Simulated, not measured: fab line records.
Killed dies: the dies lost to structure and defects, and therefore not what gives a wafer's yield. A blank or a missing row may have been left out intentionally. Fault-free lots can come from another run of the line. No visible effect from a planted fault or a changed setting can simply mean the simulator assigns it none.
Split-lot experiment    flow n5 finfet    on a route of 1938 steps: 7 lots, 21 wafers read

== ON THE SPLIT ==
At N5_FIN_CUT_EXPOSE_05 (exposes mask FIN CUT), the setting dose mj was moved away from the recipe's 45.75 on 4 of the 21 wafers read, by -4.7% to +7.3%. This setting was run at the recipe's value on the other wafers.

== FROM THE SPLIT TO THE READING: what the file shows between them, 13 steps ==
- N5_FIN_CUT_PEB_06: peb time 60 s
- N5_FIN_CUT_DEVELOP_07: develop time 30 s
- N5_FIN_CUT_DESCUM_13: chemistry O2, time 7 s
- N5_FIN_CUT_ETCH_30: etches underlayer in N2/H2, target depth 13 nm, time 10.4 s
- N5_FIN_CUT_ETCH_20: etches SiARC in CF4, target depth 26 nm, time 43.3 s
- N5_FIN_CUT_ETCH_21: etches SOC in N2/H2, target depth 219 nm, overetch 43.8 nm, time 523.5 s
- N5_FIN_CUT_STRIP_23: strips in N2/H2
- N5_FIN_CUT_STRIP_31: strips in N2/H2
- N5_FIN_CUT_STRIP_24: strips in CF4
- N5_FIN_CUT_CUT_ETCH_26: etches SiNx in CH3F/O2, target depth 39 nm, time 55.7 s
- N5_FIN_CUT_CUT_ETCH_27: etches SiO2 in CHF3/O2, target depth 4 nm, overetch 2 nm, time 4.9 s
- N5_FIN_CUT_PRECLEAN_35: cleans in vHF, time 13.3 s
- N5_FIN_CUT_CUT_ETCH_15: etches Si in HBr/Cl2/O2, target depth 100 nm, bt time 10 s, time 42.4 s

== THE READING ==
FIN_CUT.cd offset nm (the simulator's own value, which no gauge read), in nm, at N5_FIN_CUT_CUT_ETCH_28 (etches Si in HBr/Cl2/O2, target depth 6 nm, time 2.4 s). There is no usual value for it anywhere in the file. Here, 17 wafers ran the recipe; their average is -0.2 nm with a standard deviation of 0.23 nm.

wafer   tool, chamber at the split  dose mj as run  against the recipe  FIN_CUT.cd offset nm, nm  against lot-mates on the recipe
L075.1  euv scanner-02, 0           43.6            -4.7%               -1.2                      -1.2
L075.2  euv scanner-02, 0           43.6            -4.7%               -1.8                      -1.8
L075.3  euv scanner-02, 0           45.75           recipe              0                         -
L076.3  euv scanner-02, 0           45.75           recipe              0                         -
L076.4  euv scanner-02, 0           45.75           recipe              0                         -
L076.5  euv scanner-02, 0           45.75           recipe              -0.2                      -
L087.1  euv scanner-01, 0           45.75           recipe              -0.6                      -
L087.5  euv scanner-01, 0           45.75           recipe              -0.6                      -
L087.6  euv scanner-01, 0           45.75           recipe              -0.4                      -
L090.2  euv scanner-01, 0           45.75           recipe              0                         -
L090.5  euv scanner-01, 0           45.75           recipe              0                         -
L090.6  euv scanner-01, 0           45.75           recipe              0.2                       -
L092.2  euv scanner-01, 0           49.07           +7.3%               1.6                       +1.6
L092.3  euv scanner-01, 0           45.75           recipe              0                         -
L092.6  euv scanner-01, 0           49.07           +7.3%               1.2                       +1.2
L093.1  euv scanner-02, 0           45.75           recipe              -0.2                      -
L093.2  euv scanner-02, 0           45.75           recipe              -0.2                      -
L093.6  euv scanner-02, 0           45.75           recipe              -0.4                      -
L094.2  euv scanner-02, 0           45.75           recipe              -0.4                      -
L094.4  euv scanner-02, 0           45.75           recipe              -0.4                      -
L094.6  euv scanner-02, 0           45.75           recipe              -0.2                      -

THE FIT
A straight line over all 21 wafers: FIN_CUT.cd offset nm changes by +0.238 nm for each +1% of dose mj; r = +0.93; the points scatter about the line by 0.25 nm.
The same after taking each lot's own level away (the mean of its wafers on the recipe; 21 wafers): +0.232 nm for each +1%; r = +0.95; scatter 0.2 nm.
The reading moves by 1.7 nm for the largest change in dose mj, on that fit.
Across the lots, their own levels run from -0.53 to 0.07 nm, a range of 2.6 times the standard deviation given above.
The two slopes are in agreement: the lot-to-lot level therefore moves the slope only a little.
Check: +1.63 nm against its lot-mates is what the line predicts for one of the wafers moved furthest among these (+7.3%) when that wafer is left out of the fit. It came out at +1.6 nm against them.

== OTHER SPLITS APPLIED TO THESE WAFERS ==
These wafers also went through other splits before the reading. Each is held against what the fit with the lots' levels taken away leaves over:
other split on the same wafers  wafers away from the commonest value  r with FIN_CUT.cd offset nm (lot level and that fit taken away)
N5_WELL_APT_COAT_02 spin rpm    9                                     +0.05
N5_FIN_SAQP_PECVD_47 time s     6                                     +0.27
N5_FIN_SAQP_ETCH_34 source w    9                                     +0.21
N5_FIN_SAQP_FIN_ETCH_36 icp w   6                                     +0.29

== THE WHOLE CHAIN: every reading that the file lists as answering this split, in the file's order ==
step                    what it does                                                              reading                                                                change (the file's fit)                r (the file's)
N5_FIN_CUT_ETCH_30      etches underlayer in N2/H2, target depth 13 nm, time 10.4 s               FIN_CUT.cd offset nm (the simulator's own value, which no gauge read)  +0.173 nm for each +1% of the setting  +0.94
N5_FIN_CUT_ETCH_20      etches SiARC in CF4, target depth 26 nm, time 43.3 s                      FIN_CUT.cd offset nm (the simulator's own value, which no gauge read)  +0.183 nm for each +1% of the setting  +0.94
N5_FIN_CUT_ETCH_21      etches SOC in N2/H2, target depth 219 nm, overetch 43.8 nm, time 523.5 s  FIN_CUT.cd offset nm (the simulator's own value, which no gauge read)  +0.24 nm for each +1% of the setting   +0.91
N5_FIN_CUT_CUT_ETCH_26  etches SiNx in CH3F/O2, target depth 39 nm, time 55.7 s                   FIN_CUT.cd offset nm (the simulator's own value, which no gauge read)  +0.25 nm for each +1% of the setting   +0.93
N5_FIN_CUT_CUT_ETCH_27  etches SiO2 in CHF3/O2, target depth 4 nm, overetch 2 nm, time 4.9 s      FIN_CUT.cd offset nm (the simulator's own value, which no gauge read)  +0.224 nm for each +1% of the setting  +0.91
N5_FIN_CUT_CUT_ETCH_28  etches Si in HBr/Cl2/O2, target depth 6 nm, time 2.4 s                    FIN_CUT.cd offset nm (the simulator's own value, which no gauge read)  +0.23 nm for each +1% of the setting   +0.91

== THE FILE'S OWN FIT ==
FIN_CUT.cd offset nm changes by +0.23 nm for each +1% of dose mj, r = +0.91.
